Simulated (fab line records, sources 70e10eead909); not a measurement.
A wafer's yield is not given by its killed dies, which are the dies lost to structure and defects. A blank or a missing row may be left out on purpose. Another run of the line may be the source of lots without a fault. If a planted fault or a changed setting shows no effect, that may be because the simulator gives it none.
Which of the tools did it? || flow nand harc || 36 wafers from 12 lots sampled at 5 of the route's 1302 steps

== WHAT THE GAUGES READ, wafer by wafer ==
NHARC_A_CONTACT_CD_MEAS_69: the cd target is 300 nm. Usual: cd nm 299.7 nm, standard deviation 0.56.
{"lot": "L115", "measured": "day 22 13:05", "on": "cd sem-03", "cd nm (nm)": "300.9 299.7 299.6", "flag": ""}
{"lot": "L117", "measured": "day 23 05:11", "on": "cd sem-01", "cd nm (nm)": "299.0 299.4 300.1", "flag": ""}
{"lot": "L119", "measured": "day 24 16:12", "on": "cd sem-01", "cd nm (nm)": "299.8 300.8 299.7", "flag": ""}
{"lot": "L121", "measured": "day 25 08:04", "on": "cd sem-01", "cd nm (nm)": "299.8 299.7 298.9", "flag": ""}
{"lot": "L129", "measured": "day 28 01:25", "on": "cd sem-01", "cd nm (nm)": "299.6 300.9 300.3", "flag": ""}
{"lot": "L130", "measured": "day 28 04:40", "on": "cd sem-01", "cd nm (nm)": "299.4 300.9 300.2", "flag": ""}
{"lot": "L131", "measured": "day 29 19:53", "on": "cd sem-02", "cd nm (nm)": "299.1 298.9 299.1", "flag": ""}
{"lot": "L132", "measured": "day 29 20:29", "on": "cd sem-02", "cd nm (nm)": "299.8 299.3 300.3", "flag": ""}
{"lot": "L134", "measured": "day 30 03:30", "on": "cd sem-02", "cd nm (nm)": "300.1 299.2 300.2", "flag": ""}
{"lot": "L135", "measured": "day 30 23:07", "on": "cd sem-02", "cd nm (nm)": "299.9 299.5 300.0", "flag": ""}
{"lot": "L137", "measured": "day 31 12:18", "on": "cd sem-02", "cd nm (nm)": "299.3 300.0 299.2", "flag": ""}
{"lot": "L136", "measured": "day 31 15:29", "on": "cd sem-02", "cd nm (nm)": "299.8 300.2 299.6", "flag": ""}

NHARC_A_CONTACT_OVL_MEAS_70. Usual: overlay x nm 0.0 nm, standard deviation 0.7; overlay y nm 0.3 nm, standard deviation 0.84.
{"lot": "L115", "measured": "day 22 13:11", "on": "overlay-01", "overlay x nm (nm)": "-0.9 -1.4 -0.6", "overlay y nm (nm)": "0.6 0.7 1.3", "flag": ""}
{"lot": "L117", "measured": "day 23 05:16", "on": "overlay-02", "overlay x nm (nm)": "0.3 0.4 0.6", "overlay y nm (nm)": "2.2 1.8 1.5", "flag": ""}
{"lot": "L119", "measured": "day 24 16:17", "on": "overlay-01", "overlay x nm (nm)": "-0.9 -1.0 -0.7", "overlay y nm (nm)": "0.9 0.5 0.6", "flag": ""}
{"lot": "L121", "measured": "day 25 08:10", "on": "overlay-02", "overlay x nm (nm)": "0.3 0.2 0.5", "overlay y nm (nm)": "-0.2 0.0 0.2", "flag": ""}
{"lot": "L129", "measured": "day 28 01:31", "on": "overlay-02", "overlay x nm (nm)": "-0.1 -0.2 -0.3", "overlay y nm (nm)": "-0.7 -0.6 -0.7", "flag": ""}
{"lot": "L130", "measured": "day 28 04:46", "on": "overlay-01", "overlay x nm (nm)": "-1.7 -1.1 -1.2", "overlay y nm (nm)": "1.2 1.4 1.6", "flag": ""}
{"lot": "L131", "measured": "day 29 19:58", "on": "overlay-02", "overlay x nm (nm)": "1.3 1.5 1.7", "overlay y nm (nm)": "1.4 1.1 1.3", "flag": ""}
{"lot": "L132", "measured": "day 29 20:35", "on": "overlay-02", "overlay x nm (nm)": "-0.1 -0.5 -0.5", "overlay y nm (nm)": "1.0 0.8 0.6", "flag": ""}
{"lot": "L134", "measured": "day 30 03:35", "on": "overlay-01", "overlay x nm (nm)": "-0.1 -0.4 -0.2", "overlay y nm (nm)": "0.0 0.4 -0.7", "flag": ""}
{"lot": "L135", "measured": "day 30 23:11", "on": "overlay-01", "overlay x nm (nm)": "0.2 0.3 0.4", "overlay y nm (nm)": "0.6 0.6 0.4", "flag": ""}
{"lot": "L137", "measured": "day 31 12:24", "on": "overlay-01", "overlay x nm (nm)": "0.0 0.0 0.1", "overlay y nm (nm)": "0.3 0.2 0.3", "flag": ""}
{"lot": "L136", "measured": "day 31 15:35", "on": "overlay-02", "overlay x nm (nm)": "0.2 0.4 -0.2", "overlay y nm (nm)": "0.1 0.3 0.5", "flag": ""}

NHARC_END_SORT_01. Usual: killed at array 57, standard deviation 20; killed at other 1.0, standard deviation 1.5; killed at periphery 3.5, standard deviation 2.5; killed dies 62, standard deviation 21; killed open 3.5, standard deviation 1.9; killed short 2.4, standard deviation 1.6.
{"lot": "L117", "measured": "day 25 14:14", "on": "prober-02", "killed at array": "73 78 74", "killed at other": "2 0 1", "killed at periphery": "7 5 3", "killed dies": "82 83 78", "killed open": "4 2 3", "killed short": "2 2 4", "flag": ""}
{"lot": "L119", "measured": "day 27 04:59", "on": "prober-02", "killed at array": "71 61 71", "killed at other": "1 0 1", "killed at periphery": "6 3 7", "killed dies": "78 64 79", "killed open": "2 3 3", "killed short": "1 3 2", "flag": ""}
{"lot": "L129", "measured": "day 30 15:40", "on": "prober-02", "killed at array": "675 676 674", "killed at other": "0 0 0", "killed at periphery": "2 1 3", "killed dies": "677 677 677", "killed open": "3 3 7", "killed short": "1 3 3", "flag": "OFF"}
{"lot": "L130", "measured": "day 30 14:16", "on": "prober-01", "killed at array": "675 676 674", "killed at other": "0 0 1", "killed at periphery": "2 1 2", "killed dies": "677 677 677", "killed open": "4 2 2", "killed short": "3 2 1", "flag": "OFF"}
{"lot": "L131", "measured": "day 32 13:10", "on": "prober-01", "killed at array": "76 90 77", "killed at other": "0 0 0", "killed at periphery": "3 3 5", "killed dies": "79 93 82", "killed open": "6 2 1", "killed short": "2 5 2", "flag": ""}
{"lot": "L132", "measured": "day 32 20:56", "on": "prober-01", "killed at array": "69 75 61", "killed at other": "0 1 0", "killed at periphery": "0 1 5", "killed dies": "69 77 66", "killed open": "2 6 4", "killed short": "1 2 4", "flag": ""}
{"lot": "L134", "measured": "day 32 22:36", "on": "prober-02", "killed at array": "52 53 64", "killed at other": "0 0 0", "killed at periphery": "3 3 5", "killed dies": "55 56 69", "killed open": "4 2 5", "killed short": "4 6 2", "flag": ""}
{"lot": "L135", "measured": "day 33 12:11", "on": "prober-02", "killed at array": "36 25 32", "killed at other": "1 0 0", "killed at periphery": "10 12 10", "killed dies": "47 37 42", "killed open": "1 3 6", "killed short": "3 1 4", "flag": ""}
{"lot": "L136", "measured": "day 34 01:32", "on": "prober-01", "killed at array": "47 41 51", "killed at other": "1 2 2", "killed at periphery": "8 1 2", "killed dies": "56 44 55", "killed open": "1 4 6", "killed short": "3 2 2", "flag": ""}

== WHAT TOOL EACH LOT RAN ON (gives the tool, then ch and the chambers of the sampled wafers, and finally the start) ==
{"lot": "L115", "NHARC_A_CONTACT_ETCH_77": "rie diel-08 ch 0,1, day 22 15:48 or earlier", "NHARC_A_CONTACT_ETCH_128": "har cap etch-01 ch 0,1, day 22 15:48"}
{"lot": "L117", "NHARC_A_CONTACT_ETCH_77": "rie diel-08 ch 1,2, day 23 07:41 or earlier", "NHARC_A_CONTACT_ETCH_128": "har cap etch-02 ch 0,1, day 23 07:41"}
{"lot": "L119", "NHARC_A_CONTACT_ETCH_77": "rie diel-08 ch 0,1,2, day 24 18:41 or earlier", "NHARC_A_CONTACT_ETCH_128": "har cap etch-02 ch 0,1, day 24 18:41"}
{"lot": "L121", "NHARC_A_CONTACT_ETCH_77": "rie diel-08 ch 2,3, day 25 10:46 or earlier", "NHARC_A_CONTACT_ETCH_128": "har cap etch-03 ch 0,1, day 25 10:46"}
{"lot": "L129", "NHARC_A_CONTACT_ETCH_77": "rie diel-08 ch 0,1,2, day 28 03:53 or earlier", "NHARC_A_CONTACT_ETCH_128": "har cap etch-03 ch 0,1, day 28 03:53"}
{"lot": "L130", "NHARC_A_CONTACT_ETCH_77": "rie diel-08 ch 0,2,3, day 28 07:11 or earlier", "NHARC_A_CONTACT_ETCH_128": "har cap etch-02 ch 0,1, day 28 07:11"}
{"lot": "L131", "NHARC_A_CONTACT_ETCH_77": "rie diel-08 ch 0,2,3, day 29 22:28 or earlier", "NHARC_A_CONTACT_ETCH_128": "har cap etch-03 ch 0,1, day 29 22:28"}
{"lot": "L132", "NHARC_A_CONTACT_ETCH_77": "rie diel-08 ch 0,1,3, day 29 23:30 or earlier", "NHARC_A_CONTACT_ETCH_128": "har cap etch-02 ch 0,1, day 29 23:30"}
{"lot": "L134", "NHARC_A_CONTACT_ETCH_77": "rie diel-04 ch 0,1,2, day 30 06:17 or earlier", "NHARC_A_CONTACT_ETCH_128": "har cap etch-03 ch 0,1, day 30 06:17"}
{"lot": "L135", "NHARC_A_CONTACT_ETCH_77": "rie diel-04 ch 0,1, day 31 01:54 or earlier", "NHARC_A_CONTACT_ETCH_128": "har cap etch-03 ch 0,1, day 31 01:54"}
{"lot": "L137", "NHARC_A_CONTACT_ETCH_77": "rie diel-08 ch 0,1,3, day 31 14:47 or earlier", "NHARC_A_CONTACT_ETCH_128": "har cap etch-02 ch 0,1, day 31 14:47"}
{"lot": "L136", "NHARC_A_CONTACT_ETCH_77": "rie diel-08 ch 0,3, day 31 17:56 or earlier", "NHARC_A_CONTACT_ETCH_128": "har cap etch-03 ch 0,1, day 31 17:56"}
- NHARC_A_CONTACT_ETCH_77: etches the open film in CF4/CHF3, target depth 108.9 nm, time 54.5 s.
- NHARC_A_CONTACT_ETCH_128: etches the open film in C4F8/O2/Ar, time 197 s, target depth 1918 nm.

== WHAT THE TOOLS THEMSELVES READ (means of the sampled wafers that have a number; where no wafer has one, the mark that the record gives instead) ==
NHARC_A_CONTACT_ETCH_77. Usual: bias w 199.9 W, standard deviation 0.57; cf4 flow sccm 100.0 sccm, standard deviation 0.31; chf3 flow sccm 30.00 sccm, standard deviation 0.084; drypump motor current A 5.7 A, standard deviation 0.53; oes product au 0.939 a.u., standard deviation 0.022; rf vpp V 370.5 V, standard deviation 2.1; showerhead plenum p Torr 1.57 Torr, standard deviation 0.058; throttle valve pct 16.802 %, standard deviation 0.0092.
{"lot": "L115", "tool": "rie diel-08", "bias w (W)": 200.6, "cf4 flow sccm (sccm)": 99.8, "chf3 flow sccm (sccm)": 30.00, "drypump motor current A (A)": 6.1, "oes product au (a.u.)": 0.922, "rf vpp V (V)": 371.2, "showerhead plenum p Torr (Torr)": 1.61, "throttle valve pct (%)": 16.800, "flag": ""}
{"lot": "L117", "tool": "rie diel-08", "bias w (W)": 199.6, "cf4 flow sccm (sccm)": 100.3, "chf3 flow sccm (sccm)": 29.95, "drypump motor current A (A)": 5.5, "oes product au (a.u.)": 0.915, "rf vpp V (V)": 369.9, "showerhead plenum p Torr (Torr)": 1.55, "throttle valve pct (%)": 16.799, "flag": ""}
{"lot": "L119", "tool": "rie diel-08", "bias w (W)": 200.3, "cf4 flow sccm (sccm)": 99.9, "chf3 flow sccm (sccm)": 30.01, "drypump motor current A (A)": 6.0, "oes product au (a.u.)": 0.930, "rf vpp V (V)": 370.5, "showerhead plenum p Torr (Torr)": 1.57, "throttle valve pct (%)": 16.802, "flag": ""}
{"lot": "L121", "tool": "rie diel-08", "bias w (W)": 200.1, "cf4 flow sccm (sccm)": 100.2, "chf3 flow sccm (sccm)": 30.05, "drypump motor current A (A)": 5.4, "oes product au (a.u.)": 0.927, "rf vpp V (V)": 368.1, "showerhead plenum p Torr (Torr)": 1.51, "throttle valve pct (%)": 16.806, "flag": ""}
{"lot": "L129", "tool": "rie diel-08", "bias w (W)": 199.9, "cf4 flow sccm (sccm)": 99.9, "chf3 flow sccm (sccm)": 29.97, "drypump motor current A (A)": 6.0, "oes product au (a.u.)": 0.968, "rf vpp V (V)": 370.5, "showerhead plenum p Torr (Torr)": 1.57, "throttle valve pct (%)": 16.799, "flag": ""}
{"lot": "L130", "tool": "rie diel-08", "bias w (W)": 199.8, "cf4 flow sccm (sccm)": 99.8, "chf3 flow sccm (sccm)": 29.98, "drypump motor current A (A)": 5.9, "oes product au (a.u.)": 0.932, "rf vpp V (V)": 369.0, "showerhead plenum p Torr (Torr)": 1.54, "throttle valve pct (%)": 16.797, "flag": ""}
{"lot": "L131", "tool": "rie diel-08", "bias w (W)": 199.7, "cf4 flow sccm (sccm)": 99.9, "chf3 flow sccm (sccm)": 30.06, "drypump motor current A (A)": 5.9, "oes product au (a.u.)": 0.976, "rf vpp V (V)": 369.3, "showerhead plenum p Torr (Torr)": 1.54, "throttle valve pct (%)": 16.795, "flag": ""}
{"lot": "L132", "tool": "rie diel-08", "bias w (W)": 199.5, "cf4 flow sccm (sccm)": 100.1, "chf3 flow sccm (sccm)": 29.89, "drypump motor current A (A)": 5.9, "oes product au (a.u.)": 0.962, "rf vpp V (V)": 370.3, "showerhead plenum p Torr (Torr)": 1.56, "throttle valve pct (%)": 16.808, "flag": ""}
{"lot": "L134", "tool": "rie diel-04", "bias w (W)": 199.8, "cf4 flow sccm (sccm)": 100.0, "chf3 flow sccm (sccm)": 30.07, "drypump motor current A (A)": 5.6, "oes product au (a.u.)": 0.915, "rf vpp V (V)": 372.2, "showerhead plenum p Torr (Torr)": 1.62, "throttle valve pct (%)": 16.798, "flag": ""}
{"lot": "L135", "tool": "rie diel-04", "bias w (W)": 199.6, "cf4 flow sccm (sccm)": 100.0, "chf3 flow sccm (sccm)": 30.05, "drypump motor current A (A)": 5.7, "oes product au (a.u.)": 0.961, "rf vpp V (V)": 372.2, "showerhead plenum p Torr (Torr)": 1.64, "throttle valve pct (%)": 16.798, "flag": ""}
{"lot": "L137", "tool": "rie diel-08", "bias w (W)": 200.2, "cf4 flow sccm (sccm)": 100.0, "chf3 flow sccm (sccm)": 30.05, "drypump motor current A (A)": 6.0, "oes product au (a.u.)": 0.975, "rf vpp V (V)": 371.2, "showerhead plenum p Torr (Torr)": 1.56, "throttle valve pct (%)": 16.806, "flag": ""}
{"lot": "L136", "tool": "rie diel-08", "bias w (W)": 200.8, "cf4 flow sccm (sccm)": 100.2, "chf3 flow sccm (sccm)": 29.88, "drypump motor current A (A)": 5.9, "oes product au (a.u.)": 0.989, "rf vpp V (V)": 369.0, "showerhead plenum p Torr (Torr)": 1.53, "throttle valve pct (%)": 16.805, "flag": ""}

NHARC_A_CONTACT_ETCH_128. Usual: chamber pressure mTorr 19.998 mTorr, standard deviation 0.02; oes air line au 1.000 a.u., standard deviation 0.02.
{"lot": "L115", "tool": "har cap etch-01", "chamber pressure mTorr (mTorr)": 19.987, "oes air line au (a.u.)": 1.012, "flag": ""}
{"lot": "L117", "tool": "har cap etch-02", "chamber pressure mTorr (mTorr)": 19.986, "oes air line au (a.u.)": 0.975, "flag": ""}
{"lot": "L119", "tool": "har cap etch-02", "chamber pressure mTorr (mTorr)": 20.012, "oes air line au (a.u.)": 0.998, "flag": ""}
{"lot": "L121", "tool": "har cap etch-03", "chamber pressure mTorr (mTorr)": 19.987, "oes air line au (a.u.)": 1.007, "flag": ""}
{"lot": "L129", "tool": "har cap etch-03", "chamber pressure mTorr (mTorr)": "-", "oes air line au (a.u.)": "-", "flag": "OFF"}
{"lot": "L130", "tool": "har cap etch-02", "chamber pressure mTorr (mTorr)": "-", "oes air line au (a.u.)": "-", "flag": "OFF"}
{"lot": "L131", "tool": "har cap etch-03", "chamber pressure mTorr (mTorr)": 19.986, "oes air line au (a.u.)": 0.995, "flag": ""}
{"lot": "L132", "tool": "har cap etch-02", "chamber pressure mTorr (mTorr)": 19.990, "oes air line au (a.u.)": 0.998, "flag": ""}
{"lot": "L134", "tool": "har cap etch-03", "chamber pressure mTorr (mTorr)": 19.998, "oes air line au (a.u.)": 0.985, "flag": ""}
{"lot": "L135", "tool": "har cap etch-03", "chamber pressure mTorr (mTorr)": 20.004, "oes air line au (a.u.)": 1.008, "flag": ""}
{"lot": "L137", "tool": "har cap etch-02", "chamber pressure mTorr (mTorr)": 20.009, "oes air line au (a.u.)": 0.998, "flag": ""}
{"lot": "L136", "tool": "har cap etch-03", "chamber pressure mTorr (mTorr)": 20.001, "oes air line au (a.u.)": 1.033, "flag": ""}

== THE ANSWER, worked out from the rows above alone ==
Rule: take the mean of a lot's wafers that have a number; if it is more than 3 standard deviations from the usual mean, the lot is off. Also off: a lot with no number at a reading for which 4 or more lots have one. All remaining lots with rows at the step are treated as sound. The gauges are gone through in route order, then the tools' own readings, and for those a lot's mean is taken as printed above. At the first step where some lot is off, the reading lying furthest off is the one used; lots without a number count as furthest.
Off: L129, L130, at NHARC_END_SORT_01 (killed at array). Neither off nor sound, because the step has no rows for them: L115, L121, L137.
If a tool, at a process step before that reading, ran all the lots that are off and no sound lot after the first of them, it fits. Not tried: the gauges at NHARC_END_SORT_01; whatever is off there is also off at NHARC_A_CONTACT_ETCH_128, on other tools, and gauge error can't account for it. NHARC_A_CONTACT_ETCH_77: start missing for some lots; hours and lot order therefore follow NHARC_A_CONTACT_ETCH_128. Of those tried, none fits.

== WHAT WAS PUT IN BY THE SIMULATOR ==
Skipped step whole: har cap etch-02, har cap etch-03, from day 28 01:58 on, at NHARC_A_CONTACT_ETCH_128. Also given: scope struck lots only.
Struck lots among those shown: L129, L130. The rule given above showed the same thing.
